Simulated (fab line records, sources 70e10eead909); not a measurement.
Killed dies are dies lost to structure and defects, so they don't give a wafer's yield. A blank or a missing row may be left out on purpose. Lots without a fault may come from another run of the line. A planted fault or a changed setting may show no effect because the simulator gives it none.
Chamber matching | flow nand_harc | NHARC_P_GATE_DEP_103 on pecvd-02: 3 sister chambers
The step deposits SiON, target thk 30 nm. 22 wafers are shown with their chamber, then 11 later ones without.

WAFERS WITH THEIR CHAMBER
wafer  | chamber | heater_power_w (W)
L075.2 | 2       | 812
L075.3 | 0       | 716
L075.5 | 2       | 783
L077.2 | 2       | 755
L077.4 | 0       | 680
L077.5 | 1       | 663
L078.2 | 1       | 687
L078.5 | 1       | 685
L078.6 | 2       | 716
L079.3 | 2       | 763
L079.5 | 0       | 653
L079.6 | 2       | 743
L089.1 | 2       | 794
L089.2 | 0       | 731
L089.5 | 1       | 732
L092.2 | 1       | 687
L092.3 | 2       | 670
L092.5 | 1       | 696
L092.1 | 0       | 668
L092.4 | 2       | 665
L092.6 | 0       | 681
L093.1 | 2       | 732

SIGNATURES (means of the wafers above)
reading        | chamber 0 | chamber 1 | chamber 2 | scatter within a chamber
heater_power_w | 688.17    | 691.67    | 743.30    | 38.9
Rule: a wafer's distance from a chamber is the root of the sum, over the readings, of the square of ((its reading less the chamber's mean) divided by the reading's scatter). The wafer belongs to the nearest chamber; if the next one is less than 2 further off, it can't be placed. The scatter: the root of (the sum of the squares of (reading less its chamber's mean) over the shown wafers, divided by (wafers less chambers)).

WAFERS WITHOUT THEIR CHAMBER
wafer  | heater_power_w (W)
L093.2 | 644
L093.6 | 719
L094.1 | 750
L094.2 | 750
L094.6 | 753
L095.2 | 706
L095.4 | 808
L095.5 | 731
L096.2 | 679
L096.3 | 607
L096.4 | 769

WHICH CHAMBER EACH WENT THROUGH
wafer  | from the rows above          | in truth
L093.2 | can't be placed: 0 or 1 or 2 | 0
L093.6 | can't be placed: 2 or 1 or 0 | 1
L094.1 | can't be placed: 2 or 1 or 0 | 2
L094.2 | can't be placed: 2 or 1 or 0 | 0
L094.6 | can't be placed: 2 or 1 or 0 | 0
L095.2 | can't be placed: 1 or 0 or 2 | 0
L095.4 | can't be placed: 2 or 1 or 0 | 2
L095.5 | can't be placed: 2 or 1 or 0 | 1
L096.2 | can't be placed: 0 or 1 or 2 | 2
L096.3 | can't be placed: 0 or 1 or 2 | 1
L096.4 | can't be placed: 2 or 1 or 0 | 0
Placed correctly: 0 of 11. Can't be placed from these rows: 11 (the true chamber is among the candidates in 11). Placed wrongly: 0.
